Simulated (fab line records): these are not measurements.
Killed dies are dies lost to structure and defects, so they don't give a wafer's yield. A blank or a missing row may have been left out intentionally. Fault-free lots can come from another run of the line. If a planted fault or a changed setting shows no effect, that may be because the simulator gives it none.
Comparing a struck lot with a sound one | flow n5-finfet | 15 out of 1938 route steps
Sound: wafers L133.4, L133.5, L133.6. Struck: wafer L147.1. (L147.4, L147.6 of the same lot were not struck and are left out.) The cause comes at the end.
Order at every step that has rows: each side's tool, ch and its chambers, its first start. Under that, the readings that differ: sound wafers | struck wafers | difference of the means | sigmas: that difference in standard deviations of wafers without a fault.
alike: readings whose means differ by less than 2 such deviations, and words and numbers that are the same on both sides. not compared: withheld readings, readings that some wafer has no value for, bounds like >300 that may hide the same value, and numbers for which the record gives no deviation and whose values overlap.
A row with sigmas, a row that says differs or no value, or rows on one side alone: a step with any of these is where the two part. Numbers that don't overlap but have no deviation are shown without sigmas and don't part them. A reading that every wafer of one side lacks parts them only if that side has two wafers or more.

first, 7 steps without rows for these wafers: N5_BEOL_M11_COAT_64 (time 60 s, resist thk 30 nm); N5_BEOL_M11_COAT_22 (resist thk 90 nm); N5_BEOL_M11_EBR_24; N5_BEOL_M11_SOFTBAKE_23 (time 60 s); N5_BEOL_M11_EXPOSE_25 (exposes mask V10); N5_BEOL_M11_PEB_26 (peb time 60 s); N5_BEOL_M11_DEVELOP_27 (develop time 30 s).
N5_BEOL_M11_CD_MEAS_28: the cd target is 70 nm.
  sound on cd-sem-02 ch 0, day 12 02:16; struck on cd-sem-01 ch 0, day 15 10:19
  alike: cd-nm
N5_BEOL_M11_OVL_MEAS_29:
  sound on overlay-01 ch 0, day 12 02:17; struck on overlay-02 ch 0, day 15 10:21
  alike: V10_OVL
N5_BEOL_M11_INSPECT_30: inspects for defects (brightfield).
  struck on defect-inspect-01, day 15 10:22; sound on defect-inspect-02, day 12 02:19
  alike: raw-defect-count
N5_BEOL_M11_DESCUM_33: chemistry O2, time 7.9 s.
  sound on rie-diel-02 ch 1,2,3, day 12 02:29; struck on rie-diel-05 ch 3, day 15 10:43
  reading                | sound | struck | difference                   | sigmas
  rf-hours-counter-h (h) | - - - | 218    | no value on the sound wafers |
  alike: drypump-motor-current-A, o2-flow-sccm, oes-product-au, rf-vpp-V, showerhead-plenum-p-Torr, temp-c, throttle-valve-pct
N5_BEOL_M11_ETCH_65: etches SiARC in CF4, target depth 39 nm, time 65 s.
  sound on rie-diel-02 ch 1,2,3, day 12 02:31; struck on rie-diel-05 ch 3, day 15 10:46
  reading                | sound             | struck | difference                   | sigmas
  rf-hours-counter-h (h) | - - -             | 218    | no value on the sound wafers |
  throttle-valve-pct (%) | 15.69 15.19 15.33 | 15.94  | +0.54                        | +2
  alike: drypump-motor-current-A, etch-rf-on-time-s, oes-product-au, rf-vpp-V, showerhead-plenum-p-Torr
N5_BEOL_M11_ETCH_66: etches SOC in N2/H2, target depth 120 nm, overetch 24 nm, time 180 s.
  sound on rie-diel-02 ch 1,2,3, day 12 02:36; struck on rie-diel-05 ch 3, day 15 10:49
  reading                                     | sound             | struck | difference                   | sigmas
  rf-hours-counter-h (h)                      | - - -             | 218    | no value on the sound wafers |
  throttle-valve-pct (%)                      | 18.00 17.31 17.64 | 18.20  | +0.55                        | +2
  model.SiARC_of_BEOL_M11_COAT_64.thk-nm (nm) | 22.8 23.2 22.6    | 18     | -5                           |
  alike: drypump-motor-current-A, n2-flow-sccm, oes-product-au, rf-vpp-V, showerhead-plenum-p-Torr, temp-c
then, 1 step without rows for these wafers: N5_BEOL_M11_STRIP_69 (strips in N2/H2).
N5_PASSIVATION_PROBE_49:
  struck on prober-01, day 17 03:59; sound on prober-01, day 13 19:48
  alike: defect-limited-yield, killed_at_M0_to_M3, killed_at_M4_up, killed-at-contacts, killed-at-front-end, killed-at-other, killed-dies, killed-open, killed-short, sort_bin_4_leakage, sort_bin_5_function, sort_bin_6_memory, sort_bin_8_speed, sort-n-pass, sort-yield-pct

== WHERE THEY PART ==
First at N5_BEOL_M11_DESCUM_33; last, within this record, at N5_BEOL_M11_ETCH_66. Later steps at which nothing parts them and some readings are alike: N5_PASSIVATION_PROBE_49.

WHY: what the simulator had put in
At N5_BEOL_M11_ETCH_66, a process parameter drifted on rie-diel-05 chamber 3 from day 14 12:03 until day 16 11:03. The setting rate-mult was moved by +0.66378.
